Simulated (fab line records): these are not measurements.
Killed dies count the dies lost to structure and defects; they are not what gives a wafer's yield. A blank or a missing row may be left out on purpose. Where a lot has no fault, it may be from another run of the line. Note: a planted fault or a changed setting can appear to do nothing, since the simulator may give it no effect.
The tool behind it: which one? | flow n5 finfet | 9 lots with 24 wafers sampled at 6 steps, on a route of 1938 steps

== WHAT THE GAUGES SHOWED, per wafer ==
N5_BEOL_M4_RC_MEAS_101. Usual: DIBL_N 36.1 mV/V, standard deviation 1.6; DIBL_P 35.7 mV/V, standard deviation 1.8; IOFF_N 0.159 nA/um, standard deviation 0.027; IOFF_P 0.21 nA/um, standard deviation 0.03; ION_N 673 uA/um, standard deviation 10; ION_P 462 uA/um, standard deviation 7.4; SS_N 71.4 mV/dec, standard deviation 0.56; SS_P 73.2 mV/dec, standard deviation 0.61; VT_N 249.7 mV, standard deviation 3; VT_P -250 mV, standard deviation 3.1.
lot  | measured     | on        | DIBL_N (mV/V)  | DIBL_P (mV/V)  | IOFF_N (nA/um)    | IOFF_P (nA/um) | ION_N (uA/um) | ION_P (uA/um) | SS_N (mV/dec)  | SS_P (mV/dec)  | VT_N (mV)         | VT_P (mV)      | flag
L738 | day 8 23:52  | prober-02 | 36.4 37.0 36.4 | 34.9 35.9 35.9 | 0.162 0.170 0.167 | 0.20 0.22 0.23 | 671 678 676   | 463 467 469   | 71.4 71.6 71.2 | 72.7 73.7 73.8 | 250.1 246.8 247.0 | -250 -248 -247 |
L742 | day 10 05:20 | prober-02 | 33.3 36.9      | 33.7 36.3      | 0.131 0.187       | 0.17 0.21      | 672 679       | 459 455       | 70.0 71.9      | 72.1 73.8      | 255.0 249.4       | -253 -249      |
L743 | day 10 11:17 | prober-02 | 37.7 36.4      | 36.6 35.7      | 0.169 0.149       | 0.22 0.21      | 674 675       | 460 462       | 71.1 71.5      | 73.6 73.1      | 249.1 248.8       | -251 -248      |
L745 | day 10 21:25 | prober-01 | 38.7 36.6      | 37.3 34.5      | 0.185 0.151       | 0.24 0.19      | 683 654       | 466 450       | 71.8 71.3      | 73.4 73.6      | 248.5 253.6       | -250 -251      |
L747 | day 11 12:26 | prober-02 | 35.3 33.6 34.6 | 35.3 33.2 35.1 | 0.144 0.117 0.140 | 0.19 0.18 0.19 | 664 641 662   | 458 453 454   | 70.8 71.1 71.1 | 73.9 72.3 74.0 | 253.9 256.6 250.2 | -252 -251 -251 |
L750 | day 12 12:33 | prober-02 | 35.1 38.1 35.5 | 36.0 38.5 36.5 | 0.152 0.243 0.172 | 0.20 0.25 0.20 | 684 688 685   | 468 466 461   | 71.3 72.3 72.0 | 72.8 73.2 72.8 | 249.8 242.1 246.1 | -252 -249 -249 |
L751 | day 12 17:29 | prober-01 | 35.4 38.7 39.3 | 35.2 38.5 38.7 | 0.131 0.195 0.200 | 0.18 0.23 0.23 | 675 679 686   | 462 463 466   | 70.7 71.5 71.9 | 72.7 74.0 74.1 | 249.4 246.7 248.2 | -251 -249 -246 |
L753 | day 13 17:08 | prober-01 | 34.9 35.7 36.4 | 34.5 36.9 37.7 | 0.122 0.148 0.163 | 0.17 0.21 0.21 | 666 683 683   | 455 467 465   | 71.1 70.8 71.6 | 73.3 73.6 73.8 | 253.6 250.6 250.1 | -252 -250 -251 |
L754 | day 13 21:15 | prober-01 | 37.1 35.3 36.2 | 36.8 34.9 36.0 | 0.195 0.147 0.178 | 0.23 0.19 0.22 | 678 672 677   | 461 457 463   | 71.9 71.5 72.2 | 72.9 72.3 72.4 | 247.2 251.9 249.4 | -250 -253 -250 |

== WHAT TOOL EACH LOT RAN ON (gives the tool, then ch and the chambers of the sampled wafers, and finally the start) ==
lot  | N5_FIN_SAQP_HM_DEP_03          | N5_FIN_SAQP_PECVD_48           | N5_FIN_SAQP_DESCUM_21             | N5_FIN_SAQP_ETCH_57               | N5_FIN_SAQP_MANDREL_ETCH_58
L738 | pecvd-01 ch 0,1,2, day 3 02:45 | pecvd-01 ch 0,2, day 3 02:55   | rie diel-06 ch 1,3, day 3 03:55   | rie diel-01 ch 0,1,2, day 3 06:00 | rie si-05 ch 0,2, day 3 06:08
L742 | pecvd-03 ch 0,2, day 4 03:06   | pecvd-01 ch 1,2, day 4 03:16   | rie diel-01 ch 1,2, day 4 04:41   | rie diel-01 ch 0,1, day 4 07:11   | rie si-02 ch 0,1, day 4 07:19
L743 | pecvd-03 ch 0,1, day 4 09:33   | pecvd-01 ch 0,2, day 4 09:43   | rie diel-06 ch 2, day 4 10:26     | rie diel-06 ch 0,1, day 4 12:41   | rie si-02 ch 1,2, day 4 12:49
L745 | pecvd-04 ch 0,1, day 4 21:12   | pecvd-01 ch 0,1, day 4 21:22   | rie diel-01 ch 1,2, day 4 21:57   | rie diel-01 ch 0,3, day 5 00:07   | rie si-02 ch 0,3, day 5 00:16
L747 | pecvd-03 ch 0,2, day 5 08:33   | pecvd-04 ch 1,2, day 5 08:43   | rie diel-03 ch 0,2, day 5 09:27   | rie diel-03 ch 1,2,3, day 5 11:31 | rie si-02 ch 2,3, day 5 11:39
L750 | pecvd-01 ch 0,1,2, day 6 02:27 | pecvd-03 ch 0,1,2, day 6 02:37 | rie diel-01 ch 1,2,3, day 6 03:20 | rie diel-03 ch 0,1,2, day 6 05:38 | rie si-02 ch 1,2,3, day 6 05:46
L751 | pecvd-01 ch 0,1,2, day 6 08:28 | pecvd-04 ch 0,2, day 6 08:40   | rie diel-06 ch 1,3, day 6 09:25   | rie diel-01 ch 1,2,3, day 6 11:42 | rie si-03 ch 1,2,3, day 6 11:50
L753 | pecvd-01 ch 0,1,2, day 6 21:26 | pecvd-04 ch 0,1, day 6 21:37   | rie diel-03 ch 1,2,3, day 6 22:14 | rie diel-03 ch 0,1,3, day 7 00:31 | rie si-03 ch 0,3, day 7 00:39
L754 | pecvd-04 ch 0,1, day 7 03:52   | pecvd-04 ch 1, day 7 04:05     | rie diel-01 ch 0,1,3, day 7 04:50 | rie diel-01 ch 0,3, day 7 07:17   | rie si-02 ch 1,3, day 7 07:26
- N5_FIN_SAQP_HM_DEP_03: deposits SiNx from SiH4/NH3/N2, target thk 38 nm, time 33.6 s.
- N5_FIN_SAQP_PECVD_48: deposits SiNx from SiH4/NH3/N2, target thk 25 nm, time 22.1 s.
- N5_FIN_SAQP_DESCUM_21: chemistry O2, time 7.9 s.
- N5_FIN_SAQP_ETCH_57: etches SiNx in CH3F/O2, target depth 32.5 nm, time 46.4 s.
- N5_FIN_SAQP_MANDREL_ETCH_58: etches a-Si in HBr/Cl2, stops on SiNx, target depth 45 nm, bt time 10 s, time 27 s.

== WHAT THE TOOLS THEMSELVES READ (means of the sampled wafers that have a number; where no wafer has one, the mark that the record gives instead) ==
N5_FIN_SAQP_HM_DEP_03. Usual: heater power w 752 W, standard deviation 85; showerhead plenum p Torr 5.13 Torr, standard deviation 0.069; throttle valve pct 39.0 %, standard deviation 1.8.
lot  | tool     | heater power w (W) | showerhead plenum p Torr (Torr) | throttle valve pct (%) | flag
L738 | pecvd-01 | 744                | 5.15                            | 38.9                   |
L742 | pecvd-03 | 749                | 5.08                            | 39.1                   |
L743 | pecvd-03 | 776                | 5.13                            | 39.5                   |
L745 | pecvd-04 | 924                | 5.14                            | 39.0                   |
L747 | pecvd-03 | 741                | 5.09                            | 38.5                   |
L750 | pecvd-01 | 688                | 5.14                            | 39.0                   |
L751 | pecvd-01 | 702                | 5.15                            | 39.1                   |
L753 | pecvd-01 | 696                | 5.15                            | 39.1                   |
L754 | pecvd-04 | 922                | 5.15                            | 38.9                   |

N5_FIN_SAQP_PECVD_48. Usual: heater power w 765 W, standard deviation 77; showerhead plenum p Torr 5.13 Torr, standard deviation 0.059; throttle valve pct 38.9 %, standard deviation 1.7.
lot  | tool     | heater power w (W) | showerhead plenum p Torr (Torr) | throttle valve pct (%) | flag
L738 | pecvd-01 | 687                | 5.20                            | 39.3                   |
L742 | pecvd-01 | 686                | 5.10                            | 37.8                   |
L743 | pecvd-01 | 752                | 5.14                            | 38.0                   |
L745 | pecvd-01 | 691                | 5.20                            | 40.8                   |
L747 | pecvd-04 | 823                | 5.13                            | 38.5                   |
L750 | pecvd-03 | 739                | 5.11                            | 38.9                   |
L751 | pecvd-04 | 867                | 5.13                            | 39.5                   |
L753 | pecvd-04 | 796                | 5.15                            | 39.5                   |
L754 | pecvd-04 | 949                | 5.15                            | 38.2                   |

N5_FIN_SAQP_DESCUM_21. Usual: drypump motor current A 5.57 A, standard deviation 0.29; oes product au 0.79 a.u., standard deviation 0.079; rf vpp V 243.8 V, standard deviation 1.2; showerhead plenum p Torr 2.14 Torr, standard deviation 0.06; throttle valve pct 20.5 %, standard deviation 0.34.
lot  | tool        | drypump motor current A (A) | oes product au (a.u.) | rf vpp V (V) | showerhead plenum p Torr (Torr) | throttle valve pct (%) | flag
L738 | rie diel-06 | 5.29                        | 0.74                  | 243.6        | 2.18                            | 20.8                   |
L742 | rie diel-01 | 5.56                        | 0.74                  | 244.9        | 2.19                            | 20.7                   |
L743 | rie diel-06 | 5.50                        | 0.86                  | 243.2        | 2.11                            | 20.3                   |
L745 | rie diel-01 | 5.56                        | 0.74                  | 244.4        | 2.18                            | 20.7                   |
L747 | rie diel-03 | 5.64                        | 0.71                  | 243.7        | 2.14                            | 20.8                   |
L750 | rie diel-01 | 5.55                        | 0.80                  | 243.5        | 2.13                            | 20.5                   |
L751 | rie diel-06 | 5.30                        | 0.73                  | 243.4        | 2.17                            | 20.8                   |
L753 | rie diel-03 | 5.71                        | 0.76                  | 243.1        | 2.12                            | 20.5                   |
L754 | rie diel-01 | 5.58                        | 0.84                  | 243.4        | 2.14                            | 20.2                   |

N5_FIN_SAQP_ETCH_57. Usual: drypump motor current A 5.6 A, standard deviation 0.35; etch rf on time s 46.5 s, standard deviation 1.1; oes product au 0.67 a.u., standard deviation 0.064; rf vpp V 297 V, standard deviation 6; showerhead plenum p Torr 2.03 Torr, standard deviation 0.051; throttle valve pct 16.4 %, standard deviation 0.31.
lot  | tool        | drypump motor current A (A) | etch rf on time s (s) | oes product au (a.u.) | rf vpp V (V) | showerhead plenum p Torr (Torr) | throttle valve pct (%) | flag
L738 | rie diel-01 | 5.6                         | 46.0                  | 0.69                  | 301          | 2.09                            | 16.3                   |
L742 | rie diel-01 | 5.6                         | 40.1                  | 0.73                  | 298          | 2.10                            | 16.1                   | OFF
L743 | rie diel-06 | 5.8                         | 40.0                  | 0.69                  | 291          | 2.00                            | 16.4                   | OFF
L745 | rie diel-01 | 5.6                         | 39.8                  | 0.79                  | 297          | 2.04                            | 15.9                   | OFF
L747 | rie diel-03 | 5.7                         | 46.6                  | 0.65                  | 301          | 2.01                            | 16.3                   |
L750 | rie diel-03 | 5.8                         | 47.6                  | 0.62                  | 301          | 2.02                            | 16.5                   |
L751 | rie diel-01 | 5.6                         | 46.7                  | 0.68                  | 300          | 2.04                            | 16.4                   |
L753 | rie diel-03 | 5.4                         | 47.3                  | 0.63                  | 299          | 2.03                            | 16.5                   |
L754 | rie diel-01 | 5.6                         | 46.1                  | 0.75                  | 298          | 2.06                            | 15.9                   |

N5_FIN_SAQP_MANDREL_ETCH_58. Usual: drypump motor current A 5.4 A, standard deviation 0.45; mfc cl2 sccm 79.99 sccm, standard deviation 0.24; oes product au 0.700 a.u., standard deviation 0.0094; throttle valve pct 35.74 %, standard deviation 0.24.
lot  | tool      | drypump motor current A (A) | mfc cl2 sccm (sccm) | oes product au (a.u.) | throttle valve pct (%) | flag
L738 | rie si-05 | 5.9                         | 80.07               | 0.702                 | 35.75                  |
L742 | rie si-02 | 5.2                         | 80.20               | 0.704                 | 35.58                  |
L743 | rie si-02 | 5.7                         | 80.03               | 0.698                 | 35.60                  |
L745 | rie si-02 | 5.1                         | 80.16               | 0.703                 | 35.80                  |
L747 | rie si-02 | 5.7                         | 80.24               | 0.702                 | 35.75                  |
L750 | rie si-02 | 5.6                         | 80.14               | 0.692                 | 35.74                  |
L751 | rie si-03 | 5.4                         | 79.79               | 0.708                 | 35.64                  |
L753 | rie si-03 | 5.9                         | 80.08               | 0.688                 | 36.17                  |
L754 | rie si-02 | 5.5                         | 80.05               | 0.698                 | 35.88                  |

== THE ANSWER, worked out from the rows above alone ==
Rule: lot off if the mean of its wafers having a number is beyond 3 standard deviations from the usual mean. A lot without any number at a reading at which 4 lots or more have one is off too. The other lots that the step has rows for count as sound. After the gauges, taken in route order, come the tools' own readings; for these a lot's mean is taken, as printed above. The first step at which some lot is off is used, and at that step the reading that is off furthest; a lot without a number counts as furthest.
Off at N5_FIN_SAQP_ETCH_57 (etch rf on time s): L742, L743, L745.
If a tool, at that step or one of the process steps before it, ran each lot that is off and ran no sound lot following the first of them, it fits. One candidate fits, namely pecvd-01 at N5_FIN_SAQP_PECVD_48. A fault onset in the window from L738 (day 3 02:55, its last sound lot) to L742 (day 4 03:16, its first lot off) fits.

== WHAT THE SIMULATOR HAD INSERTED ==
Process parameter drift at N5_FIN_SAQP_PECVD_48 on pecvd-01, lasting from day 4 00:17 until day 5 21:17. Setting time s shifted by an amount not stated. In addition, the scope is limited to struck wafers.
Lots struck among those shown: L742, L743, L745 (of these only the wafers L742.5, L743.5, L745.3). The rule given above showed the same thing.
